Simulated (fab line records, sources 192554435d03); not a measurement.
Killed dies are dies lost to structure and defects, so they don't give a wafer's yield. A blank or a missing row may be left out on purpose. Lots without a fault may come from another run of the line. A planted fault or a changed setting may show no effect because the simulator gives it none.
A struck lot beside a sound one | flow n5_finfet | 25 steps out of a route of 1938
Sound: wafers L951.3, L951.5, L951.6. Struck: wafers L959.1, L959.3, L959.6. The cause comes at the end.
At each step with rows: each side's tool, then ch and its chambers, then its first start. Under that, the readings that differ: sound wafers | struck wafers | difference of the means | sigmas: that difference in standard deviations of wafers without a fault.
alike: readings whose means differ by less than 2 such deviations, and words and numbers that are the same on both sides. not compared: withheld readings, readings that some wafer has no value for, bounds like >300 that may hide the same value, and numbers for which the record gives no deviation and whose values overlap.
The two part at a step that has a row with sigmas, a row that says differs or no value, or rows on one side only. Numbers that don't overlap but have no deviation are shown without sigmas and don't part them. A reading that every wafer of one side lacks parts them only if that side has two wafers or more.

first, 1 step without rows for these wafers: N5_BEOL_M4_PRE_CLEAN_56 (time 15 s).
N5_BEOL_M4_DEP_57: deposits SiCN from 3MS/NH3, target thk 8 nm, time 14 s.
  sound on pecvd-03 ch 0,1, day 10 14:01; struck on pecvd-01 ch 0,1, day 12 15:17
  alike: chamber_pressure_Torr, showerhead_plenum_p_Torr, throttle_valve_pct
N5_BEOL_M4_RS_MEAS_58: measures by four-point-probe.
  sound on film_metro-02, day 10 14:05; struck on film_metro-01, day 12 15:21
  alike: M4_RS
N5_BEOL_M4_INSPECT_59: inspects for defects (darkfield).
  sound on defect_inspect-02, day 10 14:06; struck on defect_inspect-02, day 12 15:22
  alike: raw_defect_count
N5_BEOL_M4_RC_MEAS_101:
  sound on prober-02 ch 0, day 10 14:26; struck on prober-01 ch 0, day 12 15:24
  alike: DIBL_N, DIBL_P, IOFF_N, IOFF_P, ION_N, ION_P, SS_N, SS_P, VT_N, VT_P
then, 1 step without rows for these wafers: N5_BEOL_M5_ILD_DEP_00 (deposits SiCOH lowk from DEMS/porogen, target thk 140.64 nm, time 25.9 s).
N5_BEOL_M5_CURE_79: cures SiCOH lowk, time 240 s.
  sound on uv_cure-03 ch 1, day 10 15:19; struck on uv_cure-03 ch 1, day 12 16:36
  alike: lamp_power_pct, wafer_temp_C_max
N5_BEOL_M5_THK_MEAS_01:
  sound on film_metro-02, day 10 15:40; struck on film_metro-01, day 12 17:07
  alike: M5_ILD_THK
N5_BEOL_M5_PECVD_70: deposits SiO2 from TEOS/O2, target thk 16 nm, time 18 s.
  sound on pecvd-03 ch 0,1, day 10 15:43; struck on pecvd-01 ch 1,2, day 12 17:09
  alike: chamber_pressure_Torr, heater_power_w, showerhead_plenum_p_Torr, throttle_valve_pct
N5_BEOL_M5_HM_DEP_02: deposits TiN, target thk 20 nm.
  sound on pvd_sputter-01, day 10 17:34; struck on pvd_sputter-01, day 12 17:14
  alike: substrate_temp_c, throttle_valve_pct
then, 2 steps without rows for these wafers: N5_BEOL_M5_COAT_59 (time 60 s, resist thk 60 nm); N5_BEOL_M5_COAT_60 (time 60 s, resist thk 12 nm).
N5_BEOL_M5_COAT_71: time 60 s, resist thk 5 nm.
  sound on litho_track-02 ch 0, day 10 17:41; struck on litho_track-01 ch 0, day 12 17:22
  reading              | sound                | struck               | difference | sigmas
  spin_speed_rpm (rpm) | 1501.2 1499.5 1502.2 | 1345.9 1346.6 1346.6 | -154.6     | -99 or more
then, 6 steps without rows for these wafers: N5_BEOL_M5_COAT_05 (resist thk 30 nm); N5_BEOL_M5_EBR_07; N5_BEOL_M5_SOFTBAKE_06 (time 60 s); N5_BEOL_M5_EXPOSE_08 (exposes mask M5, target cd 28 nm); N5_BEOL_M5_PEB_09 (peb time 60 s); N5_BEOL_M5_DEVELOP_10 (develop time 30 s).
N5_BEOL_M5_CD_MEAS_11: target cd 27.74 nm.
  sound on cd_sem-02 ch 0, day 10 18:05; struck on cd_sem-03 ch 0, day 12 17:45
  alike: cd_nm
N5_BEOL_M5_OVL_MEAS_12:
  sound on overlay-02 ch 0, day 10 18:07; struck on overlay-02 ch 0, day 12 17:47
  alike: M5_OVL
N5_BEOL_M5_INSPECT_13: inspects for defects (brightfield).
  sound on defect_inspect-02, day 10 18:10; struck on defect_inspect-02, day 12 17:50
  alike: raw_defect_count
N5_BEOL_M5_DESCUM_16: chemistry O2, time 7 s.
  sound on rie_diel-01 ch 0,1,3, day 10 18:12; struck on rie_diel-01 ch 1,2,3, day 12 18:46
  alike: drypump_motor_current_A, oes_product_au, rf_vpp_V, showerhead_plenum_p_Torr, throttle_valve_pct
  not compared: rf_hours_counter_h
N5_BEOL_M5_ETCH_72: etches underlayer in N2/H2, target depth 6.5 nm, time 5.2 s.
  sound on rie_diel-01 ch 0,1,3, day 10 18:14; struck on rie_diel-01 ch 1,2,3, day 12 18:47
  reading                  | sound            | struck            | difference | sigmas
  etch_rf_on_time_s (s)    | 5.39 5.01 5.37   | 5.73 5.45 5.74    | +0.38      | +2
  model.etch.depth_nm (nm) | 5.021 5.01 5.001 | 5.272 5.288 5.271 | +0.266     |
  alike: bias_w, drypump_motor_current_A, h2_flow_sccm, n2_flow_sccm, oes_product_au, rf_vpp_V, showerhead_plenum_p_Torr, throttle_valve_pct
  not compared: rf_hours_counter_h
then, 1 step without rows for these wafers: N5_BEOL_M5_ETCH_61 (etches SiARC in CF4, target depth 15.6 nm, time 26 s).

WHERE THEY PART
First at N5_BEOL_M5_COAT_71; last, within this record, at N5_BEOL_M5_ETCH_72.

WHY: what the simulator had put in
Process parameter drift: litho_track-01, from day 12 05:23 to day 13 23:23, at N5_BEOL_M5_COAT_71. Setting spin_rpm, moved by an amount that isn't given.
